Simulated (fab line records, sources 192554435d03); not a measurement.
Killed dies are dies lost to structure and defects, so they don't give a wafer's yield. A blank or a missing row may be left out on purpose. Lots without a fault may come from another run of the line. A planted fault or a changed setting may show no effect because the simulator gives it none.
Chamber matching | flow n5_finfet | N5_BEOL_M0_SAQP_PECVD_00 on pecvd-02: 3 sister chambers
The step deposits SiCN from 3MS/NH3, target thk 8 nm, time 14 s. 6 wafers are shown with their chamber, then 9 later ones without.

WAFERS WITH THEIR CHAMBER
wafer  | chamber | showerhead_plenum_p_Torr (Torr) | throttle_valve_pct (%)
L081.1 | 1       | 3.649                           | 8.9
L083.1 | 1       | 3.658                           | 8.9
L083.6 | 2       | 3.666                           | 9.2
L088.1 | 2       | 3.673                           | 8.9
L088.3 | 0       | 3.662                           | 8.6
L088.5 | 0       | 3.669                           | 8.9

WAFERS WITHOUT THEIR CHAMBER
wafer  | showerhead_plenum_p_Torr (Torr) | throttle_valve_pct (%)
L091.1 | 3.673                           | 8.6
L091.2 | 3.671                           | 9.0
L091.4 | 3.662                           | 9.0
L092.1 | 3.660                           | 9.0
L092.2 | 3.670                           | 8.9
L092.6 | 3.651                           | 8.8
L096.1 | 3.668                           | 9.1
L096.5 | 3.663                           | 9.6
L096.6 | 3.676                           | 8.7

WHICH CHAMBER EACH WENT THROUGH
wafer  | from the rows above          | in truth
L091.1 | can't be placed: 0 or 2      | 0
L091.2 | can't be placed: 2 or 0      | 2
L091.4 | can't be placed: 2 or 0 or 1 | 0
L092.1 | can't be placed: 1 or 0 or 2 | 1
L092.2 | can't be placed: 2 or 0      | 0
L092.6 | can't be placed: 1 or 0      | 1
L096.1 | can't be placed: 2 or 0      | 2
L096.5 | can't be placed: 2 or 1 or 0 | 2
L096.6 | can't be placed: 0 or 2      | 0
Placed correctly: 0 of 9. Can't be placed from these rows: 9 (the true chamber is among the candidates in 9). Placed wrongly: 0.
How it was worked out, from the rows above alone: a wafer's distance from a chamber is the root of the sum, over the readings, of the square of ((its reading less the chamber's mean) divided by the reading's scatter). The wafer belongs to the nearest chamber; if the next one is less than 2 further off, it can't be placed. A chamber's mean is the mean of its shown wafers. The scatter: the root of (the sum of the squares of (reading less its chamber's mean) over the shown wafers, divided by (wafers less chambers)).
